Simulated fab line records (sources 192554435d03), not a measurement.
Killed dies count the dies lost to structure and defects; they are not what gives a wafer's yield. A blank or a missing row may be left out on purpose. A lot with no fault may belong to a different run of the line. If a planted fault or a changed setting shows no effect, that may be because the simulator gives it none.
fab line records -- flow n5_finfet
[record] lots = 3, wafers = 9, last_day = 17
route steps=1938 shown FIN_CUT@178 STI_FIN_REVEAL@183 DUMMY_GATE@212 BEOL_M4@1111 PASSIVATION@1936
lots that met no fault: from a run of the same line without faults
start_h: the number of hours between the record's first day and the start of the first shown wafer of the lot -- wait_h: time in hours since the lot's previous step -- " repeats the value in the row above -- L1.1+2: one row covering several wafers at once -- - no value, or no start was given -- * or withheld: withheld -- < > ~ a bound
route shown NAME@n: a module of which the file shows steps, and the number in the route of the first -- usual: the fault-free wafers' mean and standard deviation -- same: alike in all rows -- chamber/n: place in a boat -- sites: readings site by site -- _std_site: the values' standard deviation -- _edge_site: mean of outer sites minus mean of inner sites -- radius_mm: how far each site lies from the wafer's centre -- mask NAME#n: copy n -- behind: tool/chamber where the wafer was last shaped -- hold: reason for holding the lot/hours on hold/outcome of the hold -- device: whichever transistor did not switch (one of n, p or np) -- end of line: the same wafers' tests at the end of the route -- a step without rows: its recipe alone -- killed: dies lost to structure and defects at the first sort, not the wafer's yield -- map: the dies of a wafer, with x for killed, . for not killed, _ for no die there
set.NAME: setting as actually run; set.NAME@STEP: the setting as run at that earlier step -- model.NAME: the simulator's own value behind a step, which no gauge read
certain route steps with their lots: each step a table, each wafer a row
services: the hour from which a tool's chamber was out of use, counted from the record's first day as start_h (under 0 if before that day), plus the number of hours and why
[[steps]]
[step N5_FIN_CUT_STRIP_22]
[recipe] chemistry = N2/H2, power_w = 500, temp_c = 40, pressure_mtorr = 50, rf_frequency_hz = 6e+07, overash_fraction = 0.3, bias_power_w = 8, h2_frac = 0.5, n2_flow_sccm = 300, h2_flow_sccm = 300
[step N5_FIN_CUT_PRECLEAN_36]
[recipe] chemistry = O3/DIW, time_s = 60, temp_c = 22, o3_ppm = 10
[step N5_FIN_CUT_SRD_32]
[recipe] dry = ipa_marangoni, time_s = 30, temp_c = 23, rinse_liquid = diw
[step N5_FIN_CUT_UV_OZONE_34]
[recipe] time_s = 120, pressure_torr = 760, temp_c = 25
[step N5_STI_FIN_REVEAL_ALD_00]
[recipe] material = SiO2, target_thk_a = 10, temp_c = 300, ald_precursor_family = BDEAS, ald_co_reactant = O2-plasma, pulse_time_s = 1, pressure_torr = 2
[step N5_STI_FIN_REVEAL_ALD_14]
[recipe] material = Si3N4, target_thk_a = 30, temp_c = 400, ald_precursor_family = SiH2I2, ald_co_reactant = N2/H2-plasma, pressure_torr = 2
[step N5_STI_FIN_REVEAL_FCVD_FILL_01]
[recipe] material = SiO2_flowable, target_thk_a = 3120, temp_c = 100, pressure_torr = 0.8, rf_w = 2000, time_s = 512.2
[step N5_STI_FIN_REVEAL_DENSIFY_02]
[recipe] temp_c = 650, ambient = steam, time_s = 1800, idle_temp_c = 400, densification_p_h2o_torr = 640
[step N5_STI_FIN_REVEAL_CMP_04]
[recipe] stop_on = Si3N4, t_overpolish_s = 4, down_force_psi = 2, platen_rpm = 54.18, post_cmp_clean = alkaline_brush, pad_velocity_m_s = 1.078, target_thk_nm = 131.83
[step N5_STI_FIN_REVEAL_DENSIFY_30]
[recipe] temp_c = *, time_s = *, ambient = N2, idle_temp_c = 600, ramp_up_c_per_s = 150, ramp_down_c_per_s = 60, cool_to_c = 600
[step N5_STI_FIN_REVEAL_ETCHBACK_08]
[recipe] chemistry = C4F6/O2, target = SiO2, target_depth_a = 305, time_s = 10.167, ion_energy_ev = 250, pressure_mtorr = 30, source_w = 345, bias_w = 185, Ar_flow_sccm = 300, C4F6_flow_sccm = 10, O2_flow_sccm = 10
[usual] drypump_motor_current_A = 5.7/0.48, oes_o_777_au = 0.81/0.062, oes_product_au = 0.80/0.063, rf_fwd_power_W = 340.8/1.4, rf_vpp_V = 662/15, showerhead_plenum_p_Torr = 2.91/0.051, throttle_valve_pct = 21.21/0.27
lot.wafer,tool,chamber,start_h,wait_h,drypump_motor_current_A,oes_o_777_au,oes_product_au,rf_fwd_power_W,rf_hours_counter_h,rf_vpp_V,showerhead_plenum_p_Torr,throttle_valve_pct
L489.4,rie_diel-05,3,82.39,0.1,5.5,0.88,0.87,-,57,657,3.00,20.88
L489.5,rie_diel-05,2,82.39,0.1,4.9,0.76,0.77,342.1,-,681,2.95,20.79
L489.6,rie_diel-05,1,82.39,0.1,6.2,0.90,0.90,-,-,681,2.91,21.33
L492.1,rie_diel-02,3,101.47,0.2,5.8,0.83,0.77,339.2,99,634,2.87,21.45
L492.3,rie_diel-02,1,101.47,0.2,6.3,0.71,0.71,340.7,202,659,2.83,20.97
L492.6,rie_diel-02,3,101.47,0.2,5.9,0.83,0.77,337.5,-,634,2.87,21.43
L504.2,rie_diel-05,3,171.97,0.3,5.5,0.84,0.81,341.7,89,656,2.98,20.92
L504.4,rie_diel-05,1,171.97,0.3,6.2,0.85,0.84,341.3,82,680,2.89,21.37
L504.6,rie_diel-05,0,171.97,0.3,5.5,0.79,0.78,339.2,-,674,2.88,21.53
[step N5_STI_FIN_REVEAL_STRIP_24]
[recipe] chemistry = N2/H2, time_s = 90, power_w = 100, temp_c = 40, pressure_mtorr = 100, rf_frequency_hz = 6e+07, bias_power_w = 3, n2_flow_sccm = 300, h2_flow_sccm = 300
[step N5_STI_FIN_REVEAL_PRECLEAN_25]
[recipe] chemistry = SPM, time_s = 90, temp_c = 120, mix = 4:1
[step N5_STI_FIN_REVEAL_PRECLEAN_26]
[recipe] chemistry = SC1, time_s = 45, temp_c = 46, mix = 1:2:100
[step N5_STI_FIN_REVEAL_PRECLEAN_29]
[recipe] chemistry = DHF, time_s = 30, temp_c = 25, dilution = 300:1
[step N5_STI_FIN_REVEAL_SRD_12]
[recipe] time_s = 30, temp_c = 23, rinse_liquid = diw, dry = ipa_marangoni
[step N5_STI_FIN_REVEAL_RECESS_09]
[recipe] chemistry = HF/NH3, target = SiO2, afs_cycles = 11, target_depth_a = 425, temp_c = 30, sublimation_temp_c = 180, sublimation_time_s = 60
[step N5_STI_FIN_REVEAL_STRIP_16]
[recipe] chemistry = H3PO4, material = SiNx, temp_c = 165, target_depth_a = 238, overetch_fraction = 0.4964, dry = ipa_marangoni
[step N5_STI_FIN_REVEAL_PRECLEAN_17]
[recipe] chemistry = NF3:NH3, afs_cycles = 1, temp_c = 30, time_s = 20, sublimation_temp_c = 180, sublimation_time_s = 60, pressure_torr = 3, rf_power_w = 30
[step N5_STI_FIN_REVEAL_ETCH_34]
[recipe] chemistry = H2, mode = isotropic, material = Si, target = Si, target_depth_a = 9.7, temp_c = 20, pressure_mtorr = 4.5, icp_w = 300, bias_w = 0, h2_flow_sccm = 7.5, he_flow_sccm = 142.5
[step N5_STI_FIN_REVEAL_OXIDATION_31]
[recipe] chemistry = O2_PLASMA_REMOTE, temp_c = 150, time_s = 20, pressure_mtorr = 1000, source_power_w = 2000, o2_flow_sccm = 3000
[step N5_STI_FIN_REVEAL_PRECLEAN_32]
[recipe] chemistry = NF3:NH3, afs_cycles = 1, temp_c = 30, time_s = 20, sublimation_temp_c = 180, sublimation_time_s = 60, pressure_torr = 3, rf_power_w = 30
[step N5_STI_FIN_REVEAL_STRIP_35]
[recipe] chemistry = H3PO4, material = Si3N4, temp_c = 165, target_depth_a = 40, time_s = 39
[step N5_STI_FIN_REVEAL_SRD_21]
[recipe] dry = ipa_marangoni, time_s = 30, temp_c = 23, rinse_liquid = diw
[step N5_STI_FIN_REVEAL_OXIDATION_33]
[recipe] chemistry = O2_PLASMA_REMOTE, temp_c = 150, time_s = 20, pressure_mtorr = 1000, source_power_w = 2000, o2_flow_sccm = 3000
[step N5_STI_FIN_REVEAL_CLEAN_19]
[recipe] chemistry = O3/DIW, temp_c = 25, time_s = 120, o3_ppm = 10
[step N5_STI_FIN_REVEAL_SRD_23]
[recipe] dry = ipa_marangoni, time_s = 30, temp_c = 23, rinse_liquid = diw
[step N5_STI_FIN_REVEAL_FIN_H_MEAS_10]
[usual] trench_depth_nm = 52.2/0.64
lot.wafer,tool,chamber,start_h,wait_h,trench_depth_nm
L489.4,ocd-01,-,85.35,0.0,45.8
L489.5,ocd-01,-,85.35,0.0,52.6
L489.6,ocd-01,-,85.35,0.0,46.5
L492.1,ocd-01,-,104.43,0.0,51.5
L492.3,ocd-01,-,104.43,0.0,51.5
L492.6,ocd-01,-,104.43,0.0,51.3
L504.2,ocd-01,-,174.93,0.0,52.1
L504.4,ocd-01,-,174.93,0.0,52.2
L504.6,ocd-01,-,174.93,0.0,52.1
[step N5_STI_FIN_REVEAL_PRECLEAN_18]
[recipe] chemistry = SC2, time_s = 45, temp_c = 35, mix = 1:1:50
[step N5_STI_FIN_REVEAL_SRD_28]
[recipe] dry = ipa_marangoni, time_s = 30, temp_c = 23, rinse_liquid = diw
[step N5_DUMMY_GATE_PRECLEAN_00]
[recipe] chemistry = O3/DIW, time_s = 60, temp_c = 22, o3_ppm = 10
[step N5_DUMMY_GATE_SRD_01]
[recipe] time_s = 30, temp_c = 23, rinse_liquid = diw, dry = ipa_marangoni
[step N5_DUMMY_GATE_ALD_02]
[recipe] material = SiO2, target_thk_a = 20, temp_c = 300, ald_precursor_family = BDEAS, ald_co_reactant = O2-plasma, pulse_time_s = 1, pressure_torr = 2
[step N5_DUMMY_GATE_CVD_03]
[recipe] material = a-Si, target_thk_a = 1500, temp_c = 530, precursor = SiH4, time_s = 8042
[step N5_DUMMY_GATE_PRECLEAN_46]
[recipe] chemistry = DIW, time_s = 89.5, temp_c = 23
[step N5_DUMMY_GATE_SRD_47]
[recipe] dry_time_s = 32, dry = n2_spin, spin_rpm = 1500
[step N5_DUMMY_GATE_CMP_04]
[recipe] material = a-Si, post_cmp_clean = alkaline_brush
[step N5_BEOL_M4_RC_MEAS_101]
[usual] DIBL_N = 35.9/1.6, DIBL_P = 35.6/2.1, IOFF_N = 0.149/0.029, IOFF_N_85C = 2.9/0.47, IOFF_N_LIN = 0.070/0.012, IOFF_P = 0.20/0.033, IOFF_P_85C = 3.5/0.49, IOFF_P_LIN = 0.095/0.013, ION_N = 671/11, ION_P = 460/7.3, SS_N = 71.4/0.62, SS_P = 73.2/0.65, VT_N = 251/3.1, VT_P = -251/3.4
lot.wafer,tool,chamber,start_h,wait_h,DIBL_N[mV/V],DIBL_P[mV/V],IOFF_N[nA/um],IOFF_N_85C[nA/um],IOFF_N_LIN[nA/um],IOFF_P[nA/um],IOFF_P_85C[nA/um],IOFF_P_LIN[nA/um],ION_N[uA/um],ION_P[uA/um],SS_N[mV/dec],SS_P[mV/dec],VT_N[mV],VT_P[mV]
L489.4,prober-01,0,209.50,0.5,49.9,47.1,0.995,14.4,0.119,0.74,10.7,0.158,616,427,86.0,80.8,250,-244
L489.5,prober-01,0,209.50,0.5,37.5,40.9,0.187,3.5,0.087,0.27,4.5,0.122,691,475,71.2,74.5,246,-245
L489.6,prober-01,0,209.50,0.5,52.7,46.1,1.647,21.8,0.129,0.70,10.0,0.151,624,427,91.7,81.2,248,-246
L492.1,prober-01,0,236.34,0.0,34.7,33.5,0.129,2.6,0.063,0.20,3.5,0.099,663,460,71.4,73.7,251,-249
L492.3,prober-01,0,236.34,0.0,34.8,33.8,0.125,2.5,0.060,0.22,3.7,0.104,653,463,71.2,73.2,254,-249
L492.6,prober-01,0,236.34,0.0,35.6,33.3,0.139,2.8,0.064,0.22,3.7,0.104,661,454,71.1,72.9,251,-246
L504.2,prober-02,0,303.91,0.2,39.4,39.3,0.237,4.3,0.098,0.26,4.4,0.113,691,466,73.0,74.6,247,-247
L504.4,prober-02,0,303.91,0.2,33.0,32.5,0.124,2.5,0.060,0.16,3.0,0.082,677,458,70.6,72.5,251,-251
L504.6,prober-02,0,303.91,0.2,36.5,35.8,0.169,3.3,0.078,0.20,3.6,0.094,688,464,71.6,73.4,249,-251
[step N5_PASSIVATION_PROBE_49]
[usual] defect_limited_yield = 90.9/1.5, killed_at_M0_to_M3 = 36/9.9, killed_at_M4_up = 13/4.5, killed_at_contacts = 13/6.4, killed_at_front_end = 42/12, killed_at_other = 3.4/3, killed_dies = 107/18, killed_open = 69/13, killed_short = 35/8.2, sort_bin_4_leakage = 0/0, sort_bin_5_function = 5.3/1.1, sort_bin_6_memory = 3.4/0.69, sort_n_pass = 1073/18, sort_yield_pct = 90.9/1.5
[same] gross_dies = 1180, killed_at_back_side = 0, sort_bin_8_speed[%] = 0
lot.wafer,tool,chamber,start_h,wait_h,defect_limited_yield[%],killed_at_M0_to_M3,killed_at_M4_up,killed_at_contacts,killed_at_front_end,killed_at_other,killed_dies,killed_open,killed_short,sort_bin_4_leakage[%],sort_bin_5_function[%],sort_bin_6_memory[%],sort_n_pass,sort_yield_pct[%]
L489.4,prober-01,-,306.51,0.2,90.8,37,16,11,38,6,108,75,33,90.85,5.3,3.5,0,0
L489.5,prober-01,-,306.56,0.2,91.5,41,9,4,42,4,100,53,46,0,4.3,3.7,1080,91.5
L489.6,prober-01,-,306.61,0.3,91.2,29,26,12,34,3,104,66,37,91.19,5.0,3.6,0,0
L492.1,prober-01,-,333.57,0.0,91.8,46,17,6,28,0,97,60,37,0,4.6,3.4,1083,91.8
L492.3,prober-01,-,333.67,0.1,90.3,37,18,9,48,3,115,74,36,0,5.6,3.5,1065,90.3
L492.6,prober-01,-,333.82,0.3,91.4,37,8,11,45,1,102,67,33,0,4.7,3.6,1078,91.4
L504.2,prober-02,-,407.28,0.1,91.1,32,20,27,25,1,105,76,27,0,4.7,3.7,1075,91.1
L504.4,prober-02,-,407.38,0.2,91.4,26,17,21,33,5,102,78,21,0,5.4,2.8,1078,91.4
L504.6,prober-02,-,407.48,0.3,91.5,26,9,25,39,1,100,70,28,0,4.7,3.5,1080,91.5
// killed by level:class
L489.4 BEOL_M0_SAQP:geometric_particle:open=14 MOL_CONTACT_COAG:geometric_particle:open=9 FIN_SAQP:geometric_particle:open=8 BEOL_M4:geometric_particle:open=8 STI_FIN_REVEAL:geometric_particle:open=7 BEOL_M0_SAQP:geometric_particle:short=7 FIN_SAQP:geometric_particle:short=6 BEOL_M1:geometric_particle:open=6
L489.5 FIN_SAQP:geometric_particle:short=13 BEOL_M0_SAQP:geometric_particle:open=11 BEOL_M0_SAQP:geometric_particle:short=8 GATE_CUT:geometric_particle:short=7 BEOL_M4:geometric_particle:open=7 STI_FIN_REVEAL:geometric_particle:open=5 BEOL_M1:geometric_particle:open=5 BEOL_M2:geometric_particle:short=5
L489.6 BEOL_M4:geometric_particle:open=14 BEOL_M0_SAQP:geometric_particle:short=12 MOL_CONTACT_COAG:geometric_particle:open=9 FIN_SAQP:geometric_particle:short=6 DUMMY_GATE:geometric_particle:open=6 GATE_CUT:geometric_particle:open=5 BEOL_M0_SAQP:geometric_particle:open=5 BEOL_M2:geometric_particle:open=4
L492.1 BEOL_M2:geometric_particle:open=13 FIN_SAQP:geometric_particle:short=9 BEOL_M0_SAQP:geometric_particle:short=9 FIN_SAQP:geometric_particle:open=6 MOL_CONTACT_COAG:geometric_particle:open=6 BEOL_M3:geometric_particle:open=6 BEOL_M1:geometric_particle:open=5 BEOL_M2:geometric_particle:short=5
L492.3 BEOL_M1:geometric_particle:open=11 FIN_SAQP:geometric_particle:short=9 STI_FIN_REVEAL:geometric_particle:open=9 MOL_CONTACT_COAG:geometric_particle:open=9 BEOL_M0_SAQP:geometric_particle:short=9 FIN_SAQP:geometric_particle:open=7 BEOL_M4:geometric_particle:open=7 BEOL_M0_SAQP:geometric_particle:open=5
L492.6 FIN_SAQP:geometric_particle:short=13 BEOL_M0_SAQP:geometric_particle:open=12 MOL_CONTACT_COAG:geometric_particle:open=10 FIN_SAQP:geometric_particle:open=9 BEOL_M2:geometric_particle:open=9 BEOL_M0_SAQP:geometric_particle:short=6 ILD0:geometric_particle:open=4 BEOL_M3:geometric_particle:open=4
L504.2 MOL_CONTACT_COAG:geometric_particle:open=21 BEOL_M1:geometric_particle:open=11 BEOL_M0:geometric_particle:open=8 BEOL_M4:geometric_particle:open=6 BEOL_M5:geometric_particle:open=6 FIN_SAQP:geometric_particle:short=5 MOL_CONTACT_COAG:geometric_particle:short=5 BEOL_M3:geometric_particle:open=5
L504.4 MOL_CONTACT_COAG:geometric_particle:open=18 STI_FIN_REVEAL:geometric_particle:open=12 BEOL_M0_SAQP:geometric_particle:open=10 BEOL_M1:geometric_particle:open=7 BEOL_M5:geometric_particle:open=6 FIN_SAQP:geometric_particle:short=5 BEOL_M2:geometric_particle:open=5 FIN_SAQP:geometric_particle:open=4
L504.6 MOL_CONTACT_COAG:geometric_particle:open=22 STI_FIN_REVEAL:geometric_particle:open=15 BEOL_M2:geometric_particle:open=10 BEOL_M0_SAQP:geometric_particle:short=5 STI_FIN_REVEAL:geometric_particle:short=4 DUMMY_GATE:geometric_particle:open=4 GATE_CUT:geometric_particle:short=4 MOL_CONTACT_COAG:geometric_particle:short=3
// map L489.4 (x killed, . not)
_________________........x...________________
______________................x._____________
___________.x....................x.__________
__________.....x......x.....x......._________
________.............................._______
_______.............x......x..x........______
______x......x......x.......x..........._____
_____............x....x..................____
____.............x..............xx....xx..___
___.............................x.x........__
___x.x..x.........................x........__
__....................x.........xx..x......._
__........x....................x....x....xx._
_...................x........................
_..x..x.x......x..........x.x......x.........
_......x........x...............x.....x.....x
_......xx....x...x.....x....................x
_........x...x.x.......................xx....
_......x.....................................
_.x.......................x.x......x.........
_x...........x.....x........x................
__.........................................._
__.........x.x.....x........................_
___..x.........x.x...............x.x.......__
___..............x.........................__
____x....x........x......x.....x....x.....___
_____...............x..x...........xx....____
______........x.....x......x..x........._____
_______...x.....x..........x...........______
________x.x......x............x.x....._______
__________.........................._________
___________x........x...x..........__________
______________..x..............._____________
_________________xx...x..x...________________
// map L504.2 (x killed, . not)
_________________x.....x.....________________
______________.................._____________
___________......x.................__________
__________.......................x.x_________
________.....x...............x........_______
_______................................______
______..xx............................x._____
_____........x.........x..xx....x........____
____.........x................x...........___
___..x.........x....x......x....x...x......__
___xx.......x.........x..x...x...x.........__
__..x.x..xx...x....x.......x.........x......_
__...............x......x.........x.....x.x._
_...x...............................x....x...
_..x...........x.....x...x......x............
_................x...............xx..........
_....x.x.................................x...
_........................x.........x.........
_......x........................x......x.....
_....................x....x.......x..........
_..................x...x.....................
__.........................................._
__...............x........x......x.....x...._
___...............................x........__
___...x.....x..........x...x..........x....__
____............x..xx..................x..___
_____x.......x.....................x.....____
______...x......x............xx.....xx.x_____
_______.........x............x.x...x.x.______
________.....x......................x._______
__________.x...x...................._________
___________......x....x...........x__________
______________.............xx..._____________
_________________............________________
[[services]]
tool,chamber,start_h,hours,kind
rie_diel-02,0,64.99,3.1,repair
rie_diel-02,-,156.72,16.8,repair
rie_diel-05,2,164.28,5.6,repair
[[key]]
[first_sign] step = N5_STI_FIN_REVEAL_FIN_H_MEAS_10, reading = trench_depth_nm, direction = down, sigmas = 9.4, usual = 52.2, struck = 46.1
[effect] step = N5_BEOL_M4_RC_MEAS_101, reading = IOFF_N, direction = up, sigmas = 40, usual = 0.149, struck = 1.321
[effect] step = N5_BEOL_M4_RC_MEAS_101, reading = IOFF_N_85C, direction = up, sigmas = 32, usual = 2.9, struck = 18.1
[effect] step = N5_BEOL_M4_RC_MEAS_101, reading = SS_N, direction = up, sigmas = 28, usual = 71.4, struck = 88.9
[effect] step = N5_BEOL_M4_RC_MEAS_101, reading = IOFF_P, direction = up, sigmas = 16, usual = 0.20, struck = 0.72
[effect] step = N5_BEOL_M4_RC_MEAS_101, reading = IOFF_P_85C, direction = up, sigmas = 14, usual = 3.5, struck = 10.3
[effect] step = N5_BEOL_M4_RC_MEAS_101, reading = SS_P, direction = up, sigmas = 12, usual = 73.2, struck = 81.0
[effect] step = N5_BEOL_M4_RC_MEAS_101, reading = DIBL_N, direction = up, sigmas = 9.6, usual = 35.9, struck = 51.3
[effect] step = N5_BEOL_M4_RC_MEAS_101, reading = DIBL_P, direction = up, sigmas = 5.3, usual = 35.6, struck = 46.6
[effect] step = N5_BEOL_M4_RC_MEAS_101, reading = IOFF_N_LIN, direction = up, sigmas = 4.7, usual = 0.070, struck = 0.124
[effect] step = N5_BEOL_M4_RC_MEAS_101, reading = IOFF_P_LIN, direction = up, sigmas = 4.7, usual = 0.095, struck = 0.154
[effect] step = N5_BEOL_M4_RC_MEAS_101, reading = ION_N, direction = down, sigmas = 4.6, usual = 671, struck = 620
[effect] step = N5_BEOL_M4_RC_MEAS_101, reading = ION_P, direction = down, sigmas = 4.6, usual = 460, struck = 427
[effect] step = N5_PASSIVATION_PROBE_49, reading = sort_bin_4_leakage, direction = up, sigmas = 99+, usual = 0, struck = 91.02
met_at N5_STI_FIN_REVEAL_ETCHBACK_08
struck_wafers L489.4,L489.6
[fault] kind = process_parameter_drift, tool = rie_diel-05, chamber = -, onset_h = 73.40, steps = N5_STI_FIN_REVEAL_ETCHBACK_08, channel = time_s, offset = *, shape = step, end_h = 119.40, scope = struck_wafers_only, acts_in = *, stated = *
